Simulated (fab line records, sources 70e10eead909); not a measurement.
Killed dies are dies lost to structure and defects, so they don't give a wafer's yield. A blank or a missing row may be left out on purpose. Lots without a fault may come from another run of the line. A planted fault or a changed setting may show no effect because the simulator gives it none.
fab line records | flow nand_harc
record lots=23 wafers=69 last_day=24
route steps=1159 shown A_STAIRCASE@550
lots that met no fault: from a run of the same line without faults
start_h: hours from the record's first day to the start of the lot's first wafer shown | wait_h: hours since the lot's step before | " the same as in the row above | L1.1+2: a row that stands for several wafers | - no value, or no start given | * or withheld: withheld | < > ~ a bound
route shown NAME@n: a module of which the file shows steps, and the number in the route of the first | usual: mean/standard deviation of fault-free wafers | same: alike in all rows | chamber/n: place in a boat | sites: the reading at each site | _std_site: their standard deviation | _edge_site: outer sites' mean less inner sites' | radius_mm: how far each site lies from the wafer's centre | mask NAME#n: copy n | behind: the tool/chamber that last shaped the wafer | hold: why the lot was held/for how many hours/how that ended | device: the transistor (n, p or np) that didn't switch | end of line: the same wafers' tests at the end of the route | a step without rows: its recipe alone | killed: dies lost to structure and defects at the first sort, not the wafer's yield | map: a wafer's dies, x killed, . not, _ none there
set.NAME: the setting as run; set.NAME@STEP: as run at that earlier step | model.NAME: the simulator's own value behind a step, which no gauge read
steps of the route over a sample of lots; a table a step, a row a wafer
services: from which hour (start_h, from the record's first day; less than 0 if before it) a tool's chamber was out of use, for how many hours, and why
## steps
# step NHARC_A_STAIRCASE_TRIM_14
# recipe time_s=211.2 o2_flow_sccm=500 ar_flow_sccm=0 bias_w=0 chemistry=O2
# usual drypump_motor_current_A=5.7/0.55 oes_product_au=0.999/0.0072 rf_vpp_V=57.8/0.89 showerhead_plenum_p_Torr=3.52/0.14 throttle_valve_pct=17.038/0.0089
# same bias_w=0
# columns lot.wafer tool chamber start_h wait_h drypump_motor_current_A oes_product_au rf_hours_counter_h rf_vpp_V showerhead_plenum_p_Torr throttle_valve_pct
L075.4 rie_diel-11 2 - - 5.8 0.989 10 57.9 3.52 17.045
L075.1 " 3 " " 6.5 1.001 11 58.5 3.33 17.037
L075.3 " 0 " " 6.0 0.996 12 58.7 3.62 17.036
L074.3 rie_diel-09 0 - - 5.0 0.999 58 59.3 3.54 17.046
L074.1 " 2 " " 4.9 0.989 56 58.0 3.51 17.044
L074.2 " 3 " " 5.5 0.995 53 58.3 3.28 17.042
L076.3 rie_diel-09 3 - - 5.5 0.998 55 56.1 3.28 17.042
L076.5 " 1 " " 4.9 1.002 - 57.1 3.49 17.048
L076.6 " 2 " " 4.9 1.002 - 57.7 3.50 17.029
L077.2 rie_diel-09 3 - - 5.5 0.999 56 57.3 3.28 17.043
L077.5 " 0 " " 5.1 1.015 - 58.4 3.53 17.037
L077.6 " 1 " " 4.9 1.008 - 57.0 3.49 17.029
L078.1 rie_diel-09 1 - - 4.9 1.008 66 57.2 3.49 17.029
L078.4 " 0 " " 5.0 0.988 64 59.1 3.53 17.033
L078.5 " 2 " " 4.9 1.009 - 58.0 3.50 17.027
L079.3 rie_diel-11 3 - - 6.5 0.997 21 58.0 3.32 17.038
L079.2 " 0 " " 6.0 0.989 23 59.1 3.61 17.046
L079.4 " 3 " " 6.5 0.992 - 56.9 3.32 17.038
L081.2 rie_diel-09 0 - - 5.1 0.997 4 56.1 3.53 17.047
L081.4 " 1 " " 4.9 0.988 4 57.4 3.49 17.036
L081.1 " 2 " " 4.9 1.000 5 59.7 3.50 17.038
L080.4 rie_diel-08 0 - - 6.2 1.005 52 56.9 3.66 17.036
L080.3 " 1 " " 5.6 1.002 55 57.8 3.32 17.032
L080.2 " 2 " " 5.4 1.000 56 57.3 3.78 17.032
L082.3 rie_diel-11 2 - - 5.9 0.982 28 58.8 3.51 17.042
L082.2 " 0 " " 6.0 1.008 31 56.9 3.61 17.032
L082.4 " 1 " " 6.2 1.005 26 58.0 3.66 17.045
L083.4 rie_diel-11 3 - - 6.5 1.008 31 58.2 3.32 17.041
L083.2 " 0 " " 6.0 0.997 33 59.0 3.61 17.052
L083.1 " 1 " " 6.2 1.003 29 58.1 3.66 17.028
L084.2 rie_diel-11 1 - - 6.2 1.014 32 58.9 3.65 17.040
L084.4 " 0 " " 6.0 0.996 35 58.3 3.61 17.037
L084.5 " 1 " " 6.2 1.005 - 57.5 3.65 17.038
L085.1 rie_diel-11 3 - - 6.5 0.989 38 57.3 3.31 17.046
L085.3 " 2 " " 5.8 0.994 38 56.4 3.51 17.040
L085.6 " 0 " " 6.0 0.998 - 58.3 3.60 17.033
L086.3 rie_diel-11 3 - - 6.5 1.005 38 56.9 3.31 17.053
L086.4 " 2 " " 5.8 0.994 39 58.2 3.51 17.029
L086.6 " 0 " " 6.0 1.000 - 57.1 3.60 17.043
L087.4 rie_diel-11 0 - - 6.0 1.004 39 58.0 3.60 17.049
L087.2 " 1 " " 6.2 1.002 36 57.1 3.65 17.030
L087.1 " 3 " " 6.5 1.006 39 56.9 3.31 17.040
L088.2 rie_diel-11 3 - - 6.5 1.001 40 56.8 3.31 17.038
L088.4 " 0 " " 6.0 0.996 41 56.5 3.60 17.032
L088.5 " 1 " " 6.2 1.004 - 58.3 3.65 17.034
L089.4 rie_diel-09 1 - - 4.9 1.008 22 58.2 3.48 17.048
L089.2 " 2 " " 4.9 1.009 25 56.8 3.49 17.043
L089.3 " 3 " " 5.6 1.000 24 57.2 3.79 17.024
L090.3 rie_diel-11 2 - - 5.8 1.000 45 57.0 3.50 17.033
L090.6 " 3 " " 6.5 0.991 - 58.8 3.31 17.054
L090.5 " 0 " " 6.0 1.000 - 58.4 3.60 17.039
L093.3 rie_diel-08 2 - - 5.3 0.995 12 58.6 3.76 17.033
L093.4 " 0 " " 6.2 0.994 11 59.1 3.65 17.045
L093.5 " 3 " " 5.4 1.004 - 58.1 3.40 17.023
L092.2 rie_diel-09 3 - - 5.5 1.003 33 57.6 3.79 17.037
L092.1 " 0 " " 5.0 0.993 30 56.8 3.51 17.047
L092.6 " 3 " " 5.5 0.995 - 57.9 3.79 17.035
L091.3 rie_diel-09 1 - - 4.9 1.006 33 57.8 3.47 17.042
L091.4 " 1 " " 4.9 1.004 - 57.3 3.47 17.043
L091.5 " 3 " " 5.5 0.991 - 58.1 3.79 17.036
L094.4 rie_diel-08 2 - - 5.4 0.993 17 56.9 3.76 17.043
L094.3 " 3 " " 5.5 0.998 14 57.2 3.40 17.038
L094.6 " 1 " " 5.6 1.003 - 57.1 3.30 17.027
L095.4 rie_diel-11 2 - - 5.8 0.984 58 59.1 3.50 17.047
L095.1 " 0 " " 6.0 0.997 59 58.6 3.59 17.049
L095.6 " 1 " " 6.2 1.003 - 57.5 3.64 17.029
L097.1 rie_diel-08 1 - - 5.6 0.995 17 56.5 3.30 17.023
L097.3 " 2 " " 5.4 0.995 22 57.4 3.76 17.028
L097.4 " 3 " " 5.5 1.004 18 57.3 3.40 17.039
# step NHARC_A_STAIRCASE_TRIM_16
# recipe time_s=211.2 o2_flow_sccm=500 ar_flow_sccm=0 bias_w=0 chemistry=O2
# usual drypump_motor_current_A=5.7/0.52 oes_product_au=1.000/0.0076 rf_vpp_V=57.8/0.92 showerhead_plenum_p_Torr=3.52/0.14 throttle_valve_pct=17.035/0.008
# same bias_w=0
# columns lot.wafer tool chamber start_h wait_h drypump_motor_current_A oes_product_au rf_hours_counter_h rf_vpp_V showerhead_plenum_p_Torr throttle_valve_pct
L075.4 rie_diel-11 0 - - 6.0 0.994 12 56.5 3.62 17.029
L075.1 " 2 " " 5.8 0.995 10 57.9 3.52 17.028
L075.3 " 3 " " 6.5 1.004 12 56.5 3.33 17.032
L074.2 rie_diel-09 0 - - 5.1 0.993 58 59.1 3.53 17.040
L074.3 " 1 " " 4.9 0.986 60 57.9 3.50 17.044
L074.1 " 2 " " 4.9 1.001 56 57.3 3.51 17.040
L076.3 rie_diel-09 0 - - 5.0 0.993 62 58.2 3.53 17.035
L076.6 " 3 " " 5.6 0.994 - 57.8 3.28 17.036
L076.5 " 0 " " 5.1 0.984 - 56.4 3.53 17.035
L077.2 rie_diel-09 1 - - 4.8 1.003 63 57.9 3.49 17.027
L077.6 " 2 " " 4.9 1.006 - 57.9 3.50 17.034
L077.5 " 3 " " 5.5 0.982 - 56.9 3.28 17.026
L078.4 rie_diel-09 2 - - 4.9 0.999 61 57.7 3.50 17.035
L078.1 " 3 " " 5.5 0.989 58 58.3 3.28 17.033
L078.5 " 2 " " 4.9 0.998 - 57.2 3.50 17.047
L079.3 rie_diel-11 2 - - 5.8 0.989 21 57.7 3.52 17.041
L079.2 " 3 " " 6.5 0.993 22 56.9 3.32 17.035
L079.4 " 2 " " 5.9 0.990 - 57.7 3.52 17.012
L081.1 rie_diel-09 3 - - 5.5 1.001 5 57.5 3.81 17.029
L081.2 " 1 " " 4.9 0.997 4 56.5 3.49 17.037
L081.4 " 2 " " 4.9 1.003 5 57.8 3.50 17.042
L080.2 rie_diel-08 2 - - 5.3 0.999 56 57.3 3.78 17.031
L080.4 " 3 " " 5.5 1.000 54 56.4 3.41 17.029
L080.3 " 0 " " 6.2 1.011 52 58.9 3.66 17.033
L082.4 rie_diel-11 0 - - 6.0 1.003 31 56.7 3.61 17.030
L082.3 " 2 " " 5.9 0.999 28 58.0 3.51 17.045
L082.2 " 3 " " 6.5 1.012 29 57.5 3.32 17.038
L083.4 rie_diel-11 1 - - 6.2 1.004 30 58.2 3.66 17.036
L083.2 " 2 " " 5.8 0.993 32 57.8 3.51 17.024
L083.1 " 3 " " 6.5 1.006 32 57.9 3.32 17.035
L084.4 rie_diel-11 2 - - 5.8 0.989 34 56.9 3.51 17.034
L084.2 " 1 " " 6.2 1.016 32 58.1 3.65 17.041
L084.5 " 2 " " 5.8 0.985 - 57.4 3.51 17.044
L085.1 rie_diel-11 1 - - 6.2 1.001 37 59.0 3.65 17.026
L085.3 " 2 " " 5.8 0.994 39 56.6 3.51 17.043
L085.6 " 2 " " 5.9 0.999 - 58.1 3.51 17.039
L086.3 rie_diel-11 3 - - 6.5 1.005 39 57.7 3.31 17.029
L086.4 " 1 " " 6.2 0.990 37 58.2 3.65 17.032
L086.6 " 0 " " 6.0 1.013 - 57.8 3.60 17.045
L087.4 rie_diel-11 0 - - 6.0 0.999 40 57.2 3.60 17.030
L087.2 " 1 " " 6.2 1.005 37 60.1 3.65 17.031
L087.1 " 3 " " 6.5 1.002 39 58.2 3.31 17.037
L088.4 rie_diel-11 3 - - 6.5 1.003 41 57.1 3.31 17.038
L088.2 " 1 " " 6.2 1.005 38 57.2 3.65 17.021
L088.5 " 2 " " 5.8 0.990 - 57.4 3.51 17.037
L089.2 rie_diel-09 3 - - 5.5 0.994 24 59.2 3.79 17.028
L089.4 " 0 " " 5.0 0.996 21 59.0 3.52 17.045
L089.3 " 1 " " 4.9 1.002 22 55.7 3.48 17.047
L090.3 rie_diel-11 0 - - 6.0 1.009 45 58.4 3.60 17.053
L090.6 " 1 " " 6.2 1.002 - 57.3 3.65 17.036
L090.5 " 2 " " 5.8 0.999 - 57.5 3.50 17.034
L093.3 rie_diel-08 2 - - 5.4 1.002 12 57.7 3.76 17.039
L093.4 " 3 " " 5.4 1.007 12 59.4 3.40 17.032
L093.5 " 0 " " 6.2 1.012 - 59.2 3.65 17.040
L092.2 rie_diel-09 0 - - 5.0 1.010 31 56.2 3.51 17.046
L092.1 " 1 " " 4.9 1.003 32 58.1 3.47 17.036
L092.6 " 0 " " 5.0 1.002 - 57.5 3.51 17.031
L091.3 rie_diel-09 3 - - 5.5 0.992 34 56.7 3.79 17.041
L091.4 " 1 " " 4.9 1.003 - 58.9 3.47 17.041
L091.5 " 0 " " 5.1 0.995 - 58.1 3.51 17.027
L094.3 rie_diel-08 0 - - 6.2 1.001 16 58.0 3.64 17.035
L094.4 " 3 " " 5.5 0.991 14 56.7 3.40 17.030
L094.6 " 0 " " 6.2 0.992 - 57.5 3.64 17.026
L095.1 rie_diel-11 2 - - 5.9 1.001 58 56.7 3.50 17.031
L095.4 " 0 " " 6.0 0.998 59 57.1 3.59 17.025
L095.6 " 2 " " 5.8 0.991 - 56.6 3.50 17.044
L097.4 rie_diel-08 0 - - 6.2 1.003 20 58.5 3.64 17.033
L097.3 " 1 " " 5.6 1.002 18 56.5 3.30 17.034
L097.1 " 2 " " 5.4 0.997 23 58.9 3.76 17.028
# step NHARC_A_STAIRCASE_ETCH_21
# recipe target_depth_a=1000 time_s=40.5 ion_energy_ev=400 c4f8_flow_sccm=20 o2_flow_sccm=10 ar_flow_sccm=withheld rf_w=600 bias_w=1000 chemistry=C4F8/O2
# usual bias_w=1000/3.1 oes_product_au=0.946/0.019 rf_vpp_V=897/5.3
# columns lot.wafer tool chamber start_h wait_h bias_w oes_product_au rf_hours_counter_h rf_vpp_V
L075.1 rie_diel-08 2 - - 1005 0.937 37 905
L075.4 " 3 " " 998 0.934 36 891
L075.3 " 1 " " 995 0.948 38 888
L074.2 rie_diel-11 1 - - 993 0.968 14 901
L074.3 " 2 " " 1001 0.955 12 895
L074.1 " 3 " " 1009 0.991 14 888
L076.3 rie_diel-09 2 - - 995 0.939 59 895
L076.5 " 1 " " 1000 0.947 - 895
L076.6 " 2 " " 1002 0.937 - 894
L077.2 rie_diel-09 2 - - 1005 0.944 59 895
L077.5 " 1 " " 1000 0.950 - 896
L077.6 " 2 " " 1002 0.947 - 895
L078.4 rie_diel-11 0 - - 994 0.946 22 899
L078.1 " 1 " " 992 0.987 20 901
L078.5 " 2 " " 999 0.968 - 894
L079.4 rie_diel-08 3 - - 998 0.923 46 891
L079.3 " 1 " " 1004 0.921 50 889
L079.2 " 2 " " 1004 0.924 50 904
L081.2 rie_diel-09 0 - - 1003 0.932 4 895
L081.4 " 2 " " 1005 0.943 6 895
L081.1 " 3 " " 998 0.945 5 905
L080.4 rie_diel-08 1 - - 999 0.958 56 889
L080.2 " 3 " " 999 0.945 54 893
L080.3 " 0 " " 1001 0.945 53 902
L082.2 rie_diel-09 3 - - 998 0.954 7 907
L082.3 " 0 " " 997 0.957 6 897
L082.4 " 1 " " 1004 0.978 7 895
L083.4 rie_diel-09 0 - - 1004 0.960 10 895
L083.1 " 2 " " 1001 0.959 12 894
L083.2 " 3 " " 1001 0.950 12 904
L084.4 rie_diel-11 3 - - 1001 0.946 34 889
L084.2 " 1 " " 1001 0.956 33 899
L084.5 " 3 " " 1000 0.950 - 887
L086.3 rie_diel-11 0 - - 999 0.946 41 899
L086.4 " 1 " " 999 0.933 38 901
L086.6 " 2 " " 998 0.928 - 896
L085.3 rie_diel-09 0 - - 999 0.919 18 896
L085.1 " 1 " " 998 0.924 19 895
L085.6 " 3 " " 1006 0.930 - 906
L087.1 rie_diel-09 0 - - 998 0.928 18 895
L087.4 " 1 " " 995 0.921 19 895
L087.2 " 3 " " 992 0.918 21 905
L088.4 rie_diel-09 0 - - 1003 0.956 19 895
L088.2 " 1 " " 998 0.974 20 894
L088.5 " 3 " " 1001 0.948 - 906
L089.3 rie_diel-09 3 - - 1002 0.951 25 905
L089.4 " 0 " " 1000 0.953 22 896
L089.2 " 1 " " 1003 0.947 23 894
L090.3 rie_diel-11 3 - - 1002 0.933 44 887
L090.5 " 1 " " 995 0.941 - 901
L090.6 " 2 " " 1000 0.930 - 896
L093.3 rie_diel-11 2 - - 1001 0.971 52 895
L093.4 " 0 " " 1004 0.971 53 897
L093.5 " 3 " " 1000 0.957 - 888
L092.2 rie_diel-08 2 345.84 0.7 999 0.921 14 904
L092.1 " 0 " " 998 0.994 12 900
L092.6 " 2 " " 1002 0.922 - 904
L091.3 rie_diel-09 0 - - 1000 0.944 32 896
L091.5 " 3 " " 1000 0.932 - 906
L091.4 " 0 " " 1004 0.931 - 896
L094.3 rie_diel-08 3 - - 1001 0.944 14 891
L094.4 " 1 " " 1001 0.939 13 887
L094.6 " 0 " " 999 0.947 - 900
L095.4 rie_diel-11 0 - - 997 0.933 60 897
L095.1 " 2 " " 1003 0.928 59 894
L095.6 " 1 " " 1000 0.939 - 900
L097.4 rie_diel-11 0 - - 999 0.919 62 899
L097.3 " 1 " " 996 0.930 59 901
L097.1 " 3 " " 997 0.920 61 887
# step NHARC_A_STAIRCASE_STRIP_175
# recipe power_w=1500 temp_c=250 chemistry=O2
# usual drypump_motor_current_A=5.56/0.14 heater_power_w=310/28
# columns lot.wafer tool chamber start_h wait_h drypump_motor_current_A heater_power_w rf_hours_counter_h
L075.1 plasma_asher-02 1 235.59 0.2 5.44 309 17
L075.4 " 0 " " 5.50 281 -
L075.3 " 1 " " 5.44 311 -
L074.2 plasma_asher-02 0 241.18 0.1 5.51 289 19
L074.1 " 1 " " 5.45 307 19
L074.3 " 1 " " 5.45 312 -
L076.3 plasma_asher-02 1 249.43 0.2 5.43 314 -
L076.5 " 1 " " 5.43 303 -
L076.6 " 0 " " 5.51 278 -
L077.2 plasma_asher-02 0 249.68 0.1 5.51 277 21
L077.6 " 1 " " 5.45 304 -
L077.5 " 0 " " 5.50 283 -
L078.1 plasma_asher-02 0 255.72 0.1 5.49 283 24
L078.4 " 1 " " 5.46 308 -
L078.5 " 1 " " 5.46 306 -
L079.2 plasma_asher-01 1 259.82 0.1 5.84 321 51
L079.3 " 1 " " 5.83 312 -
L079.4 " 0 " " 5.59 362 -
L081.2 plasma_asher-02 1 276.81 0.1 5.44 306 30
L081.1 " 0 " " 5.52 277 30
L081.4 " 0 " " 5.49 284 -
L080.2 plasma_asher-02 1 277.32 0.1 5.45 313 31
L080.3 " 1 " " 5.45 315 -
L080.4 " 0 " " 5.51 277 -
L082.2 plasma_asher-02 1 283.66 0.8 5.45 313 35
L082.3 " 0 " " 5.52 279 -
L082.4 " 1 " " 5.44 306 -
L083.1 plasma_asher-02 0 291.04 0.2 5.50 286 38
L083.2 " 1 " " 5.43 318 38
L083.4 " 0 " " 5.51 286 -
L084.2 plasma_asher-02 1 299.37 0.1 5.43 318 40
L084.4 " 1 " " 5.44 304 -
L084.5 " 1 " " 5.44 309 -
L085.1 plasma_asher-01 1 315.99 0.1 5.85 320 10
L085.3 " 0 " " 5.58 358 -
L085.6 " 1 " " 5.84 310 -
L087.1 plasma_asher-02 1 316.00 0.1 5.44 304 45
L087.2 " 0 " " 5.52 272 45
L087.4 " 1 " " 5.44 307 -
L086.3 plasma_asher-01 0 316.32 0.3 5.58 367 -
L086.4 " 1 " " 5.86 304 -
L086.6 " 0 " " 5.58 361 -
L088.2 plasma_asher-02 1 317.59 0.1 5.45 307 46
L088.4 " 0 " " 5.53 283 -
L088.5 " 0 " " 5.53 279 -
L089.2 plasma_asher-01 1 322.93 0.1 5.83 304 14
L089.3 " 0 " " 5.60 367 -
L089.4 " 1 " " 5.84 307 -
L090.3 plasma_asher-02 0 323.94 0.2 5.55 284 -
L090.5 " 0 " " 5.55 291 -
L090.6 " 1 " " 5.45 317 -
L093.4 plasma_asher-02 0 342.69 0.2 5.51 277 -
L093.3 " 1 " " 5.45 302 -
L093.5 " 0 " " 5.52 287 -
L092.1 plasma_asher-01 1 347.80 0.1 5.85 303 21
L092.2 " 0 " " 5.57 373 21
L092.6 " 0 " " 5.58 366 -
L091.3 plasma_asher-02 0 350.08 0.2 5.55 288 -
L091.4 " 1 " " 5.44 313 -
L091.5 " 1 " " 5.45 304 -
L094.4 plasma_asher-01 0 353.33 0.2 5.57 371 -
L094.3 " 1 " " 5.85 315 -
L094.6 " 1 " " 5.88 302 -
L095.1 plasma_asher-02 0 360.07 0.3 5.57 280 60
L095.4 " 0 " " 5.54 286 -
L095.6 " 1 " " 5.45 311 -
L097.1 plasma_asher-01 0 365.89 1.2 5.59 367 31
L097.3 " 0 " " 5.57 360 -
L097.4 " 1 " " 5.86 308 -
# step NHARC_A_STAIRCASE_ETCH_203
# recipe target_depth_a=1000 time_s=40.5 ion_energy_ev=400 c4f8_flow_sccm=20 o2_flow_sccm=10 ar_flow_sccm=withheld rf_w=600 bias_w=1000 chemistry=C4F8/O2
# usual bias_w=1000/3.1 oes_product_au=0.939/0.0091 rf_vpp_V=897/5.4
# columns lot.wafer tool chamber start_h wait_h bias_w oes_product_au rf_hours_counter_h rf_vpp_V
L075.4 rie_diel-09 2 - - 998 0.940 56 895
L075.3 " 0 " " 1002 0.939 58 897
L075.1 " 1 " " 1001 0.946 60 895
L074.2 rie_diel-08 0 - - 998 0.945 41 901
L074.1 " 2 " " 1001 0.950 42 906
L074.3 " 3 " " 997 0.945 40 892
L076.3 rie_diel-11 0 - - 1003 0.935 21 899
L076.5 " 3 " " 996 0.939 - 888
L076.6 " 0 " " 1000 0.942 - 899
L077.2 rie_diel-09 1 - - 996 0.941 66 895
L077.5 " 3 " " 1002 0.946 - 888
L077.6 " 0 " " 997 0.927 - 896
L078.4 rie_diel-11 2 - - 1004 0.938 23 894
L078.1 " 3 " " 997 0.943 24 888
L078.5 " 2 " " 1000 0.933 - 896
L079.2 rie_diel-08 1 - - 998 0.933 52 887
L079.4 " 2 " " 995 0.947 52 906
L079.3 " 0 " " 1002 0.933 49 899
L081.4 rie_diel-08 0 - - 996 0.931 54 900
L081.1 " 1 " " 998 0.953 57 889
L081.2 " 2 " " 1000 0.930 58 904
L080.4 rie_diel-09 2 - - 997 0.928 8 895
L080.3 " 3 " " 997 0.923 7 905
L080.2 " 0 " " 1000 0.929 6 896
L082.4 rie_diel-09 1 - - 1003 0.932 10 895
L082.3 " 2 " " 1000 0.938 11 895
L082.2 " 3 " " 993 0.928 11 906
L083.2 rie_diel-09 3 - - 1002 0.937 14 905
L083.4 " 1 " " 1000 0.961 12 895
L083.1 " 2 " " 998 0.945 14 894
L084.4 rie_diel-09 3 - - 1006 0.936 17 905
L084.2 " 2 " " 1006 0.947 17 894
L084.5 " 3 " " 1000 0.932 - 906
L087.4 rie_diel-09 1 - - 1000 0.933 22 894
L087.2 " 2 " " 997 0.926 24 894
L087.1 " 0 " " 999 0.942 21 896
L085.3 rie_diel-09 3 - - 1002 0.944 24 905
L085.1 " 0 " " 998 0.925 21 895
L085.6 " 3 " " 998 0.940 - 905
L088.4 rie_diel-09 0 - - 1007 0.950 22 896
L088.2 " 2 " " 998 0.932 25 894
L088.5 " 1 " " 1003 0.953 - 893
L086.4 rie_diel-11 0 - - 996 0.945 45 899
L086.3 " 3 " " 996 0.951 44 886
L086.6 " 1 " " 996 0.937 - 901
L089.3 rie_diel-09 3 - - 1003 0.941 27 906
L089.2 " 1 " " 1000 0.947 25 895
L089.4 " 1 " " 1001 0.944 - 894
L090.3 rie_diel-11 3 - - 999 0.944 47 889
L090.6 " 1 " " 1001 0.950 - 900
L090.5 " 2 " " 1003 0.931 - 895
L093.4 rie_diel-08 0 - - 997 0.932 - 900
L093.3 " 2 " " 1001 0.927 - 904
L093.5 " 0 " " 1000 0.934 - 900
L092.2 rie_diel-08 3 - - 996 0.939 14 893
L092.1 " 1 " " 1003 0.932 13 888
L092.6 " 3 " " 1002 0.933 - 892
L091.3 rie_diel-11 1 - - 1000 0.944 54 899
L091.4 " 3 " " 1003 0.947 57 889
L091.5 " 0 " " 1002 0.942 - 897
L094.3 rie_diel-09 1 - - 1005 0.954 37 893
L094.6 " 3 " " 1002 0.943 - 905
L094.4 " 1 " " 1005 0.950 - 894
L095.4 rie_diel-09 1 - - 1003 0.945 41 893
L095.1 " 0 " " 1003 0.938 40 895
L095.6 " 1 " " 1000 0.945 - 894
L097.3 rie_diel-09 0 - - 1002 0.936 42 896
L097.4 " 2 " " 1003 0.962 31 895
L097.1 " 3 " " 1006 0.949 44 905
# step NHARC_A_STAIRCASE_TRIM_235
# recipe time_s=211.2 o2_flow_sccm=500 ar_flow_sccm=0 bias_w=0 chemistry=O2
# usual drypump_motor_current_A=5.4/0.47 oes_product_au=0.998/0.007 rf_vpp_V=57.8/0.87 showerhead_plenum_p_Torr=3.54/0.15 throttle_valve_pct=17.037/0.0083
# same bias_w=0
# columns lot.wafer tool chamber start_h wait_h drypump_motor_current_A oes_product_au rf_hours_counter_h rf_vpp_V showerhead_plenum_p_Torr throttle_valve_pct
L075.1 rie_diel-09 3 - - 5.5 0.991 54 56.6 3.28 17.031
L075.4 " 0 " " 5.0 0.997 59 57.6 3.53 17.032
L075.3 " 1 " " 4.9 1.002 60 58.1 3.50 17.052
L074.2 rie_diel-08 2 - - 5.3 0.999 46 58.4 3.78 17.042
L074.3 " 3 " " 5.5 1.004 44 57.4 3.42 17.036
L074.1 " 1 " " 5.6 1.004 47 57.9 3.32 17.044
L076.3 rie_diel-08 0 - - 6.2 0.999 46 57.2 3.66 17.038
L076.5 " 2 " " 5.3 1.005 - 57.7 3.78 17.031
L076.6 " 3 " " 5.5 0.990 - 56.7 3.42 17.033
L077.2 rie_diel-11 0 - - 6.0 0.982 24 60.2 3.61 17.045
L077.6 " 0 " " 6.0 0.996 - 59.1 3.61 17.036
L077.5 " 3 " " 6.4 0.993 - 57.7 3.32 17.041
L078.1 rie_diel-09 0 - - 5.0 0.991 0 57.9 3.53 17.039
L078.4 " 1 " " 4.9 0.989 0 57.9 3.49 17.038
L078.5 " 2 " " 4.9 0.988 - 58.8 3.50 17.041
L079.2 rie_diel-11 2 - - 5.8 0.998 26 57.7 3.51 17.044
L079.3 " 0 " " 6.0 0.992 29 57.3 3.61 17.024
L079.4 " 1 " " 6.2 1.017 24 56.7 3.66 17.048
L081.1 rie_diel-08 1 - - 5.6 1.003 58 57.3 3.31 17.025
L081.2 " 2 " " 5.3 0.996 59 58.2 3.77 17.036
L081.4 " 3 " " 5.5 1.009 56 55.9 3.41 17.055
L080.4 rie_diel-09 0 - - 5.1 0.998 7 58.3 3.53 17.044
L080.2 " 2 " " 4.9 0.992 10 56.2 3.50 17.039
L080.3 " 3 " " 5.5 0.993 9 58.6 3.80 17.041
L082.2 rie_diel-08 3 - - 5.5 1.000 58 57.0 3.41 17.034
L082.3 " 1 " " 5.6 1.002 62 57.5 3.31 17.037
L082.4 " 2 " " 5.3 0.992 62 57.0 3.77 17.039
L083.1 rie_diel-09 1 - - 4.9 1.004 13 57.9 3.48 17.043
L083.4 " 3 " " 5.6 0.998 15 60.2 3.80 17.047
L083.2 " 0 " " 5.1 0.997 13 57.0 3.52 17.044
L084.2 rie_diel-09 0 - - 5.0 1.003 16 56.8 3.52 17.047
L084.4 " 1 " " 4.9 1.004 17 58.0 3.48 17.044
L084.5 " 3 " " 5.5 0.995 - 58.4 3.80 17.034
L085.3 rie_diel-09 0 - - 5.0 1.005 23 57.8 3.52 17.024
L085.1 " 2 " " 4.9 0.994 26 59.4 3.49 17.041
L085.6 " 1 " " 4.9 1.001 - 59.1 3.48 17.026
L087.4 rie_diel-11 2 - - 5.9 0.987 46 57.0 3.50 17.031
L087.1 " 3 " " 6.5 0.988 45 58.7 3.31 17.038
L087.2 " 1 " " 6.2 0.996 44 57.2 3.65 17.036
L088.4 rie_diel-08 3 - - 5.5 1.006 7 56.3 3.41 17.039
L088.2 " 1 " " 5.6 1.018 5 56.6 3.31 17.034
L088.5 " 3 " " 5.5 1.011 - 56.3 3.41 17.042
L086.3 rie_diel-09 1 - - 4.9 0.995 25 56.8 3.48 17.028
L086.4 " 1 " " 4.9 0.999 - 58.5 3.48 17.042
L086.6 " 3 " " 5.6 1.002 - 59.3 3.79 17.025
L089.3 rie_diel-08 1 - - 5.6 1.012 7 57.3 3.31 17.042
L089.2 " 3 " " 5.4 0.995 9 57.8 3.41 17.036
L089.4 " 0 " " 6.2 0.999 8 58.5 3.65 17.049
L090.3 rie_diel-09 1 - - 4.9 1.004 27 57.2 3.48 17.046
L090.6 " 3 " " 5.6 0.986 - 58.6 3.79 17.036
L090.5 " 1 " " 4.9 1.005 - 58.8 3.48 17.047
L093.3 rie_diel-09 0 - - 5.0 0.991 34 56.9 3.51 17.043
L093.5 " 1 " " 4.9 0.997 - 57.2 3.47 17.032
L093.4 " 3 " " 5.6 0.994 - 58.5 3.79 17.019
L092.2 rie_diel-08 3 - - 5.4 1.001 15 56.3 3.40 17.030
L092.1 " 1 " " 5.6 0.996 14 57.9 3.30 17.036
L092.6 " 2 " " 5.3 0.990 - 58.2 3.76 17.035
L091.3 rie_diel-08 0 - - 6.2 0.993 18 59.0 3.64 17.052
L091.4 " 1 " " 5.6 0.998 15 57.7 3.30 17.025
L091.5 " 1 " " 5.6 0.999 - 57.2 3.30 17.024
L094.4 rie_diel-09 2 - - 4.9 0.987 27 56.3 3.49 17.036
L094.3 " 0 " " 5.1 0.994 38 57.3 3.51 17.043
L094.6 " 2 " " 4.9 1.000 - 57.7 3.49 17.029
L095.1 rie_diel-09 1 - - 4.9 1.008 44 58.0 3.47 17.033
L095.4 " 3 " " 5.6 0.993 44 58.3 3.78 17.044
L095.6 " 2 " " 4.9 0.990 - 57.5 3.49 17.019
L097.4 rie_diel-09 1 - - 4.9 1.004 45 58.0 3.47 17.022
L097.1 " 3 " " 5.5 1.006 45 58.7 3.78 17.038
L097.3 " 0 " " 5.0 1.011 43 57.8 3.51 17.045
## services
# columns tool chamber start_h hours kind
rie_diel-09 0 210.02 - clean
rie_diel-09 1 210.02 - clean
rie_diel-09 2 210.02 - clean
rie_diel-09 3 210.02 - clean
rie_diel-08 0 229.99 1.4 repair
rie_diel-09 0 234.55 - clean
rie_diel-09 1 234.55 - clean
rie_diel-09 2 234.55 - clean
rie_diel-09 3 234.55 - clean
rie_diel-09 - 254.10 9.0 pm
rie_diel-09 0 254.10 9.0 vent_cycle
rie_diel-09 1 254.10 9.0 vent_cycle
rie_diel-09 2 254.10 9.0 vent_cycle
rie_diel-09 3 254.10 9.0 vent_cycle
rie_diel-09 0 263.10 - clean
rie_diel-09 1 263.10 - clean
rie_diel-09 1 263.10 - consumable_replace:focus_ring
plasma_asher-01 - 276.00 9.0 pm
rie_diel-08 - 302.28 9.0 pm
rie_diel-08 0 341.33 3.9 repair
rie_diel-08 1 343.02 7.6 repair
rie_diel-08 3 343.92 6.9 repair
plasma_asher-02 - 360.35 9.0 pm
rie_diel-11 - 366.51 9.0 pm
## key
fault none
